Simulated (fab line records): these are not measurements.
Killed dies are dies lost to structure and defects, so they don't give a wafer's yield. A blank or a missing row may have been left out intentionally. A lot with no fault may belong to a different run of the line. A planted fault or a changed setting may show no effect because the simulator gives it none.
fab line records    flow n5_finfet    part 1 of 2: steps 1 to 26 of 37
record lots=5  wafers=15  last_day=18
route steps=1938 shown BEOL_M3@992 BEOL_M4@1021
lots that met no fault: taken from a fault-free run of the same line
start_h: start of the lot's first displayed wafer, in hours after the record's first day    wait_h: hours from the lot's prior step to this one    " identical to the entry in the row above    L1.1+2: a single row standing in for several wafers    - no value present, or no start provided    * or withheld: withheld    < > ~ a bound
route shown NAME@n: a module of which the file shows steps, and the number in the route of the first    usual: mean/standard deviation taken from wafers without a fault    same: alike in all rows    chamber/n: place in a boat    sites: readings site by site    _std_site: the standard deviation of these    _edge_site: outer sites' mean less inner sites'    radius_mm: for every site, how far away it sits from the centre of the wafer    mask NAME#n: copy n    behind: the last tool/chamber to shape the wafer    hold: why the lot was held/for how many hours/how that ended    device: whichever transistor did not switch (one of n, p or np)    end of line: tests run on the same wafers once the route is complete    where a step has no rows: the recipe by itself    killed: dies that structure and defects cost at the first sort, which is not the same as the wafer's yield    map: the dies of a wafer, with x for killed, . for not killed, _ for no die there
set.NAME: the run value of the setting; set.NAME@STEP: its run value at that earlier step    model.NAME: the simulator's own value behind a step, which no gauge read
lots at some steps of the route; a table a step, a row a wafer
services: when a tool's chamber went out of use (start_h, in hours from the record's first day, below 0 if earlier), for how many hours, and the reason
## steps
# step N5_BEOL_M3_SURFACE_TREAT_85
# recipe gas=Ar  time_s=*  ion_energy_ev=*  ion_current_ma_cm2=0.5  pressure_mtorr=*  ar_flow_sccm=30
# usual throttle_valve_pct=*
lot.wafer  tool            chamber  start_h  wait_h  throttle_valve_pct
L082.1     pvd_sputter-03  -        196.64   0.2     *
L082.4     "               -        "        "       *
L082.5     "               -        "        "       *
L084.3     pvd_sputter-02  -        213.90   0.2     *
L084.4     "               -        "        "       *
L084.6     "               -        "        "       *
L087.1     pvd_sputter-02  -        235.05   0.5     *
L087.3     "               -        "        "       *
L087.5     "               -        "        "       *
L091.1     pvd_sputter-02  -        249.91   0.2     *
L091.2     "               -        "        "       *
L091.3     "               -        "        "       *
L097.2     pvd_sputter-01  -        294.90   0.2     *
L097.3     "               -        "        "       *
L097.5     "               -        "        "       *
# step N5_BEOL_M3_CVD_47
# recipe material=Co  target_thk_a=30  temp_c=withheld  precursor=CCTBA/H2  pressure_torr=30  time_s=223.8
lot.wafer   tool       chamber  start_h  wait_h
L082.1+4+5  cvd_co-01  1,0,1    196.92   0.3
L084.3+4+6  cvd_co-01  1,0,2    213.96   0.0
L087.1+3+5  cvd_co-02  0,2,1    235.34   0.3
L091.1+2+3  cvd_co-01  2,0,1    249.97   0.0
L097.2+3+5  cvd_co-02  1,2,2    294.97   0.0
# step N5_BEOL_M3_SPUTTER_48
# recipe material=Cu  target_thk_a=45  temp_c=-20  chamber_pressure_pa=0.07  power_w=withheld  time_s=8.29
# usual throttle_valve_pct=30.0/1.5
lot.wafer  tool            chamber  start_h  wait_h  throttle_valve_pct
L082.1     pvd_sputter-03  -        197.16   0.2     27.7
L082.4     "               -        "        "       28.9
L082.5     "               -        "        "       31.8
L084.3     pvd_sputter-02  -        214.18   0.2     29.2
L084.4     "               -        "        "       28.4
L084.6     "               -        "        "       28.6
L087.1     pvd_sputter-01  -        236.24   0.8     29.5
L087.3     "               -        "        "       30.4
L087.5     "               -        "        "       29.1
L091.1     pvd_sputter-02  -        250.21   0.2     29.4
L091.2     "               -        "        "       28.4
L091.3     "               -        "        "       30.8
L097.2     pvd_sputter-03  -        295.21   0.2     28.6
L097.3     "               -        "        "       31.6
L097.5     "               -        "        "       27.6
# step N5_BEOL_M3_ANNEAL_49
# recipe temp_c=400  time_s=240  ambient=vacuum
# usual heater_power_w=791/80
lot.wafer  tool            chamber  start_h  wait_h  heater_power_w
L082.1     pvd_sputter-03  -        197.24   0.0     768
L082.4     "               -        "        "       814
L082.5     "               -        "        "       771
L084.3     pvd_sputter-02  -        214.26   0.0     1016
L084.4     "               -        "        "       830
L084.6     "               -        "        "       830
L087.1     pvd_sputter-01  -        236.32   0.0     792
L087.3     "               -        "        "       768
L087.5     "               -        "        "       753
L091.1     pvd_sputter-02  -        250.29   0.0     999
L091.2     "               -        "        "       817
L091.3     "               -        "        "       773
L097.2     pvd_sputter-03  -        295.29   0.0     823
L097.3     "               -        "        "       750
L097.5     "               -        "        "       746
# step N5_BEOL_M3_SPUTTER_79
# recipe material=Cu  target_thk_a=45  temp_c=-20  chamber_pressure_pa=0.07  power_w=withheld  time_s=8.29
# usual throttle_valve_pct=30.0/1.5
lot.wafer  tool            chamber  start_h  wait_h  throttle_valve_pct
L082.1     pvd_sputter-03  -        197.38   0.1     27.5
L082.4     "               -        "        "       28.7
L082.5     "               -        "        "       31.7
L084.3     pvd_sputter-02  -        214.40   0.1     29.0
L084.4     "               -        "        "       28.7
L084.6     "               -        "        "       28.6
L087.1     pvd_sputter-01  -        236.46   0.1     29.7
L087.3     "               -        "        "       30.6
L087.5     "               -        "        "       28.9
L091.1     pvd_sputter-02  -        250.43   0.1     29.1
L091.2     "               -        "        "       28.8
L091.3     "               -        "        "       30.9
L097.2     pvd_sputter-03  -        295.43   0.1     28.5
L097.3     "               -        "        "       31.7
L097.5     "               -        "        "       27.6
# step N5_BEOL_M3_ANNEAL_80
# recipe temp_c=400  time_s=240  ambient=vacuum
# usual heater_power_w=793/79
lot.wafer  tool            chamber  start_h  wait_h  heater_power_w
L082.1     pvd_sputter-03  -        197.46   0.0     748
L082.4     "               -        "        "       830
L082.5     "               -        "        "       729
L084.3     pvd_sputter-02  -        214.48   0.0     989
L084.4     "               -        "        "       840
L084.6     "               -        "        "       829
L087.1     pvd_sputter-01  -        236.54   0.0     806
L087.3     "               -        "        "       743
L087.5     "               -        "        "       744
L091.1     pvd_sputter-02  -        250.51   0.0     971
L091.2     "               -        "        "       832
L091.3     "               -        "        "       798
L097.2     pvd_sputter-03  -        295.51   0.0     816
L097.3     "               -        "        "       728
L097.5     "               -        "        "       770
# step N5_BEOL_M3_SPUTTER_81
# recipe material=Cu  target_thk_a=45  temp_c=-20  chamber_pressure_pa=0.07  power_w=withheld  time_s=8.29
# usual throttle_valve_pct=30.0/1.4
lot.wafer  tool            chamber  start_h  wait_h  throttle_valve_pct
L082.1     pvd_sputter-03  -        197.60   0.1     28.0
L082.4     "               -        "        "       28.6
L082.5     "               -        "        "       31.5
L084.3     pvd_sputter-02  -        214.62   0.1     28.9
L084.4     "               -        "        "       28.5
L084.6     "               -        "        "       28.3
L087.1     pvd_sputter-01  -        236.68   0.1     29.7
L087.3     "               -        "        "       30.6
L087.5     "               -        "        "       29.3
L091.1     pvd_sputter-02  -        250.65   0.1     29.1
L091.2     "               -        "        "       28.4
L091.3     "               -        "        "       31.0
L097.2     pvd_sputter-03  -        295.65   0.1     28.6
L097.3     "               -        "        "       31.4
L097.5     "               -        "        "       27.9
# step N5_BEOL_M3_ANNEAL_82
# recipe temp_c=400  time_s=240  ambient=vacuum
# usual heater_power_w=792/81
lot.wafer  tool            chamber  start_h  wait_h  heater_power_w
L082.1     pvd_sputter-03  -        197.68   0.0     758
L082.4     "               -        "        "       805
L082.5     "               -        "        "       755
L084.3     pvd_sputter-02  -        214.70   0.0     1001
L084.4     "               -        "        "       827
L084.6     "               -        "        "       810
L087.1     pvd_sputter-01  -        236.76   0.0     802
L087.3     "               -        "        "       746
L087.5     "               -        "        "       752
L091.1     pvd_sputter-02  -        250.73   0.0     969
L091.2     "               -        "        "       801
L091.3     "               -        "        "       807
L097.2     pvd_sputter-03  -        295.73   0.0     837
L097.3     "               -        "        "       757
L097.5     "               -        "        "       770
# step N5_BEOL_M3_SPUTTER_86
# recipe material=Cu  target_thk_a=45  temp_c=-20  chamber_pressure_pa=0.07  power_w=withheld  time_s=8.29
# usual throttle_valve_pct=30.0/1.5
lot.wafer  tool            chamber  start_h  wait_h  throttle_valve_pct
L082.1     pvd_sputter-03  -        197.82   0.1     27.8
L082.4     "               -        "        "       28.3
L082.5     "               -        "        "       31.5
L084.3     pvd_sputter-02  -        214.84   0.1     29.2
L084.4     "               -        "        "       28.4
L084.6     "               -        "        "       28.3
L087.1     pvd_sputter-01  -        236.90   0.1     30.0
L087.3     "               -        "        "       30.6
L087.5     "               -        "        "       29.5
L091.1     pvd_sputter-02  -        250.87   0.1     29.0
L091.2     "               -        "        "       28.3
L091.3     "               -        "        "       30.8
L097.2     pvd_sputter-03  -        295.87   0.1     28.6
L097.3     "               -        "        "       31.6
L097.5     "               -        "        "       27.9
# step N5_BEOL_M3_ANNEAL_87
# recipe temp_c=400  time_s=240  ambient=vacuum
# usual heater_power_w=793/81
lot.wafer  tool            chamber  start_h  wait_h  heater_power_w
L082.1     pvd_sputter-03  -        197.90   0.0     764
L082.4     "               -        "        "       809
L082.5     "               -        "        "       732
L084.3     pvd_sputter-02  -        214.92   0.0     995
L084.4     "               -        "        "       825
L084.6     "               -        "        "       818
L087.1     pvd_sputter-01  -        236.98   0.0     805
L087.3     "               -        "        "       738
L087.5     "               -        "        "       767
L091.1     pvd_sputter-02  -        250.95   0.0     978
L091.2     "               -        "        "       827
L091.3     "               -        "        "       787
L097.2     pvd_sputter-03  -        295.95   0.0     812
L097.3     "               -        "        "       764
L097.5     "               -        "        "       770
# step N5_BEOL_M3_SPUTTER_88
# recipe material=Cu  target_thk_a=45  temp_c=-20  chamber_pressure_pa=0.07  power_w=withheld  time_s=8.29
# usual throttle_valve_pct=30.0/1.4
lot.wafer  tool            chamber  start_h  wait_h  throttle_valve_pct
L082.1     pvd_sputter-03  -        198.04   0.1     27.9
L082.4     "               -        "        "       28.5
L082.5     "               -        "        "       31.9
L084.3     pvd_sputter-02  -        215.06   0.1     29.1
L084.4     "               -        "        "       28.6
L084.6     "               -        "        "       28.5
L087.1     pvd_sputter-01  -        237.12   0.1     29.6
L087.3     "               -        "        "       30.4
L087.5     "               -        "        "       29.1
L091.1     pvd_sputter-02  -        251.09   0.1     29.2
L091.2     "               -        "        "       28.7
L091.3     "               -        "        "       31.0
L097.2     pvd_sputter-03  -        296.09   0.1     28.3
L097.3     "               -        "        "       31.6
L097.5     "               -        "        "       27.8
# step N5_BEOL_M3_ANNEAL_89
# recipe temp_c=400  time_s=240  ambient=vacuum
# usual heater_power_w=792/80
lot.wafer  tool            chamber  start_h  wait_h  heater_power_w
L082.1     pvd_sputter-03  -        198.12   0.0     739
L082.4     "               -        "        "       809
L082.5     "               -        "        "       740
L084.3     pvd_sputter-02  -        215.14   0.0     1005
L084.4     "               -        "        "       822
L084.6     "               -        "        "       813
L087.1     pvd_sputter-01  -        237.20   0.0     815
L087.3     "               -        "        "       760
L087.5     "               -        "        "       776
L091.1     pvd_sputter-02  -        251.17   0.0     999
L091.2     "               -        "        "       830
L091.3     "               -        "        "       785
L097.2     pvd_sputter-03  -        296.17   0.0     792
L097.3     "               -        "        "       755
L097.5     "               -        "        "       747
# step N5_BEOL_M3_SPUTTER_90
# recipe material=Cu  target_thk_a=45  temp_c=-20  chamber_pressure_pa=0.07  power_w=withheld  time_s=8.29
# usual throttle_valve_pct=30.0/1.4
lot.wafer  tool            chamber  start_h  wait_h  throttle_valve_pct
L082.1     pvd_sputter-03  -        198.26   0.1     27.9
L082.4     "               -        "        "       28.7
L082.5     "               -        "        "       31.5
L084.3     pvd_sputter-02  -        215.28   0.1     29.2
L084.4     "               -        "        "       28.5
L084.6     "               -        "        "       28.4
L087.1     pvd_sputter-01  -        237.34   0.1     29.8
L087.3     "               -        "        "       30.1
L087.5     "               -        "        "       29.4
L091.1     pvd_sputter-02  -        251.31   0.1     29.1
L091.2     "               -        "        "       28.6
L091.3     "               -        "        "       31.1
L097.2     pvd_sputter-03  -        296.31   0.1     28.8
L097.3     "               -        "        "       31.7
L097.5     "               -        "        "       27.8
# step N5_BEOL_M3_ANNEAL_91
# recipe temp_c=400  time_s=240  ambient=vacuum
# usual heater_power_w=794/79
lot.wafer  tool            chamber  start_h  wait_h  heater_power_w
L082.1     pvd_sputter-03  -        198.34   0.0     773
L082.4     "               -        "        "       820
L082.5     "               -        "        "       741
L084.3     pvd_sputter-02  -        215.36   0.0     986
L084.4     "               -        "        "       802
L084.6     "               -        "        "       809
L087.1     pvd_sputter-01  -        237.42   0.0     826
L087.3     "               -        "        "       764
L087.5     "               -        "        "       757
L091.1     pvd_sputter-02  -        251.39   0.0     965
L091.2     "               -        "        "       823
L091.3     "               -        "        "       784
L097.2     pvd_sputter-03  -        296.39   0.0     813
L097.3     "               -        "        "       743
L097.5     "               -        "        "       769
# step N5_BEOL_M3_SPUTTER_92
# recipe material=Cu  target_thk_a=45  temp_c=-20  chamber_pressure_pa=0.07  power_w=withheld  time_s=8.29
# usual throttle_valve_pct=29.9/1.4
lot.wafer  tool            chamber  start_h  wait_h  throttle_valve_pct
L082.1     pvd_sputter-03  -        198.48   0.1     27.5
L082.4     "               -        "        "       28.5
L082.5     "               -        "        "       31.6
L084.3     pvd_sputter-02  -        215.50   0.1     28.7
L084.4     "               -        "        "       28.4
L084.6     "               -        "        "       28.3
L087.1     pvd_sputter-01  -        237.56   0.1     29.9
L087.3     "               -        "        "       30.3
L087.5     "               -        "        "       29.3
L091.1     pvd_sputter-02  -        251.53   0.1     29.1
L091.2     "               -        "        "       28.6
L091.3     "               -        "        "       30.9
L097.2     pvd_sputter-03  -        296.53   0.1     28.7
L097.3     "               -        "        "       31.7
L097.5     "               -        "        "       27.9
# step N5_BEOL_M3_ANNEAL_93
# recipe temp_c=400  time_s=240  ambient=vacuum
# usual heater_power_w=793/80
lot.wafer  tool            chamber  start_h  wait_h  heater_power_w
L082.1     pvd_sputter-03  -        198.56   0.0     756
L082.4     "               -        "        "       823
L082.5     "               -        "        "       758
L084.3     pvd_sputter-02  -        215.58   0.0     1001
L084.4     "               -        "        "       821
L084.6     "               -        "        "       801
L087.1     pvd_sputter-01  -        237.64   0.0     787
L087.3     "               -        "        "       748
L087.5     "               -        "        "       750
L091.1     pvd_sputter-02  -        251.61   0.0     1000
L091.2     "               -        "        "       827
L091.3     "               -        "        "       797
L097.2     pvd_sputter-03  -        296.61   0.0     822
L097.3     "               -        "        "       738
L097.5     "               -        "        "       769
# step N5_BEOL_M3_SPUTTER_94
# recipe material=Cu  target_thk_a=45  temp_c=-20  chamber_pressure_pa=0.07  power_w=withheld  time_s=8.29
# usual throttle_valve_pct=30.0/1.5
lot.wafer  tool            chamber  start_h  wait_h  throttle_valve_pct
L082.1     pvd_sputter-03  -        198.70   0.1     27.8
L082.4     "               -        "        "       28.6
L082.5     "               -        "        "       31.4
L084.3     pvd_sputter-02  -        215.72   0.1     29.2
L084.4     "               -        "        "       28.6
L084.6     "               -        "        "       28.6
L087.1     pvd_sputter-01  -        237.78   0.1     29.8
L087.3     "               -        "        "       30.7
L087.5     "               -        "        "       29.1
L091.1     pvd_sputter-02  -        251.75   0.1     29.1
L091.2     "               -        "        "       28.4
L091.3     "               -        "        "       30.8
L097.2     pvd_sputter-03  -        296.75   0.1     28.6
L097.3     "               -        "        "       31.9
L097.5     "               -        "        "       28.0
# step N5_BEOL_M3_ANNEAL_95
# recipe temp_c=400  time_s=240  ambient=vacuum
# usual heater_power_w=794/81
lot.wafer  tool            chamber  start_h  wait_h  heater_power_w
L082.1     pvd_sputter-03  -        198.78   0.0     763
L082.4     "               -        "        "       827
L082.5     "               -        "        "       744
L084.3     pvd_sputter-02  -        215.80   0.0     1011
L084.4     "               -        "        "       813
L084.6     "               -        "        "       825
L087.1     pvd_sputter-01  -        237.86   0.0     802
L087.3     "               -        "        "       760
L087.5     "               -        "        "       739
L091.1     pvd_sputter-02  -        251.83   0.0     988
L091.2     "               -        "        "       779
L091.3     "               -        "        "       790
L097.2     pvd_sputter-03  -        296.83   0.0     841
L097.3     "               -        "        "       748
L097.5     "               -        "        "       764
# step N5_BEOL_M3_SPUTTER_96
# recipe material=Cu  target_thk_a=45  temp_c=-20  chamber_pressure_pa=0.07  power_w=withheld  time_s=8.29
# usual throttle_valve_pct=29.9/1.5
lot.wafer  tool            chamber  start_h  wait_h  throttle_valve_pct
L082.1     pvd_sputter-03  -        198.92   0.1     28.0
L082.4     "               -        "        "       28.5
L082.5     "               -        "        "       31.7
L084.3     pvd_sputter-02  -        215.94   0.1     28.7
L084.4     "               -        "        "       28.4
L084.6     "               -        "        "       28.5
L087.1     pvd_sputter-01  -        238.00   0.1     29.8
L087.3     "               -        "        "       30.7
L087.5     "               -        "        "       29.2
L091.1     pvd_sputter-02  -        251.97   0.1     29.2
L091.2     "               -        "        "       28.2
L091.3     "               -        "        "       31.0
L097.2     pvd_sputter-03  -        296.97   0.1     28.2
L097.3     "               -        "        "       31.5
L097.5     "               -        "        "       27.6
# step N5_BEOL_M3_ECD_50
# recipe material=Cu  target_thk_a=3000
lot.wafer   tool       chamber  start_h  wait_h
L082.1+4+5  ecd_cu-02  1        199.04   0.1
L084.3+4+6  ecd_cu-02  0,1,0    216.08   0.1
L087.1+3+5  ecd_cu-02  1,0,1    238.12   0.1
L091.1+2+3  ecd_cu-02  0,1,1    252.09   0.1
L097.2+3+5  ecd_cu-02  0,0,1    297.08   0.1
# step N5_BEOL_M3_ANNEAL_51
# recipe temp_c=225  time_s=90  ambient=N2
# usual wafer_temp_C_max=225.8/0.34
lot.wafer  tool           chamber  start_h  wait_h  wafer_temp_C_max
L082.1     rtp_anneal-02  0        199.12   0.1     225.9
L082.4     "              0        "        "       226.0
L082.5     "              0        "        "       225.9
L084.3     rtp_anneal-02  0        216.23   0.1     226.1
L084.4     "              0        "        "       225.9
L084.6     "              0        "        "       225.7
L087.1     rtp_anneal-01  0        238.20   0.1     225.8
L087.3     "              0        "        "       226.1
L087.5     "              0        "        "       226.6
L091.1     rtp_anneal-02  0        252.17   0.1     225.7
L091.2     "              0        "        "       225.7
L091.3     "              0        "        "       225.4
L097.2     rtp_anneal-02  0        297.34   0.2     225.3
L097.3     "              0        "        "       225.5
L097.5     "              0        "        "       226.1
# step N5_BEOL_M3_CMP_52
# recipe stop_on=SiOC  t_overpolish_s=6.8  down_force_psi=1  platen_rpm=50  clearing_platen_down_force_psi=1.5  clearing_platen_rpm=50  post_cmp_clean=cu_alkaline  target_thk_nm=40  clearing_platen_pad_velocity_m_s=0.99484  pad_velocity_m_s=0.99484
# usual barrier_field_endpoint_s=24.8/0.62  motor_current_A=6.2/0.67  overpolish_run_s=6.801/0.011  platen_rpm=50.00/0.037  time_to_endpoint_s=64/3.5
lot.wafer  tool    chamber  start_h  wait_h  barrier_field_endpoint_s  motor_current_A  overpolish_run_s  platen_rpm  time_to_endpoint_s
L082.4     cmp-02  3        199.72   0.4     24.8                      5.8              6.801             49.98       60
L082.1     "       1        "        "       23.4                      6.1              6.805             49.99       61
L082.5     "       3        "        "       23.3                      5.8              6.802             49.99       57
L084.3     cmp-02  2        216.52   0.2     24.8                      6.9              6.798             50.06       68
L084.4     "       3        "        "       24.4                      5.8              6.791             50.00       61
L084.6     "       0        "        "       24.4                      7.3              6.804             49.99       60
L087.1     cmp-02  2        238.57   0.3     25.0                      7.0              6.789             50.00       64
L087.3     "       3        "        "       23.8                      6.0              6.797             49.97       60
L087.5     "       1        "        "       24.6                      5.7              6.812             49.97       67
L091.1     cmp-01  1        252.68   0.5     24.2                      5.5              6.789             49.95       66
L091.3     "       2        "        "       23.5                      5.9              6.822             50.03       63
L091.2     "       3        "        "       24.9                      5.6              6.815             49.95       63
L097.2     cmp-01  0        297.66   0.3     24.8                      6.2              6.815             49.97       65
L097.3     "       1        "        "       24.8                      5.5              6.799             50.05       63
L097.5     "       3        "        "       24.3                      5.1              6.805             49.97       65
# step N5_BEOL_M3_THK_MEAS_53
# recipe thk_meas_gauge=xrf  reads=Cu_of_BEOL_M3_ECD_50
# usual M3_THK=41.2/1.8
lot.wafer  tool           chamber  start_h  wait_h  M3_THK[nm]
L082.1     film_metro-01  -        200.01   -       37.7
L082.4     "              -        "        "       38.9
L082.5     "              -        "        "       39.9
L084.3     film_metro-02  -        216.74   -       41.3
L084.4     "              -        "        "       40.4
L084.6     "              -        "        "       38.4
L087.1     film_metro-01  -        238.79   -       43.1
L087.3     "              -        "        "       40.9
L087.5     "              -        "        "       44.7
L091.1     film_metro-01  -        252.94   -       38.6
L091.2     "              -        "        "       38.3
L091.3     "              -        "        "       39.8
L097.2     film_metro-02  -        297.89   -       43.3
L097.3     "              -        "        "       40.1
L097.5     "              -        "        "       42.4
# step N5_BEOL_M3_PRE_CLEAN_60
# recipe gas=NH3/H2  time_s=15  temp_c=*  rf_power_w=300
# usual heater_power_outer_w=17/5.2  heater_power_w=83/17
lot.wafer  tool       chamber  start_h  wait_h  heater_power_outer_w  heater_power_w
L082.1     cvd_co-01  0        200.05   0.0     22                    101
L082.4     "          0        "        "       23                    101
L082.5     "          1        "        "       19                    91
L084.3     cvd_co-01  1        216.80   0.1     20                    91
L084.4     "          2        "        "       7                     52
L084.6     "          1        "        "       20                    91
L087.1     cvd_co-01  1        238.82   0.0     20                    91
L087.3     "          2        "        "       7                     50
L087.5     "          2        "        "       7                     51
L091.1     cvd_co-01  1        252.98   0.0     20                    90
L091.2     "          0        "        "       22                    104
L091.3     "          2        "        "       7                     52
L097.2     cvd_co-02  0        297.92   0.0     17                    87
L097.3     "          2        "        "       16                    76
L097.5     "          1        "        "       20                    96
# step N5_BEOL_M3_CO_CAP_55
# recipe material=Co  target_thk_a=20  temp_c=200  precursor=CCTBA/H2  pressure_torr=30  time_s=102.1
# usual heater_power_outer_w=119/6.6  heater_power_w=233/22
lot.wafer  tool       chamber  start_h  wait_h  heater_power_outer_w  heater_power_w
L082.1     cvd_co-01  0        200.09   0.0     122                   257
L082.4     "          0        "        "       125                   258
L082.5     "          1        "        "       122                   244
L084.3     cvd_co-01  1        216.87   0.1     124                   244
L084.4     "          2        "        "       109                   189
L084.6     "          1        "        "       120                   241
L087.1     cvd_co-01  1        238.86   0.0     122                   239
L087.3     "          2        "        "       108                   192
L087.5     "          2        "        "       106                   195
L091.1     cvd_co-01  1        253.02   0.0     125                   242
L091.2     "          0        "        "       125                   260
L091.3     "          2        "        "       107                   196
L097.2     cvd_co-02  0        297.96   0.0     118                   234
L097.3     "          2        "        "       117                   230
L097.5     "          1        "        "       122                   247
# step N5_BEOL_M3_PRE_CLEAN_56
# recipe gas=NH3  time_s=15  temp_c=withheld  rf_power_w=300
lot.wafer   tool      chamber  start_h  wait_h
L082.1+4+5  pecvd-02  1,0,2    200.18   0.1
L084.3+4+6  pecvd-01  1        216.99   0.1
L087.1+3+5  pecvd-01  2,0,2    238.95   0.1
L091.1+2+3  pecvd-01  1,2,0    253.11   0.1
L097.2+3+5  pecvd-03  2,2,1    298.05   0.1
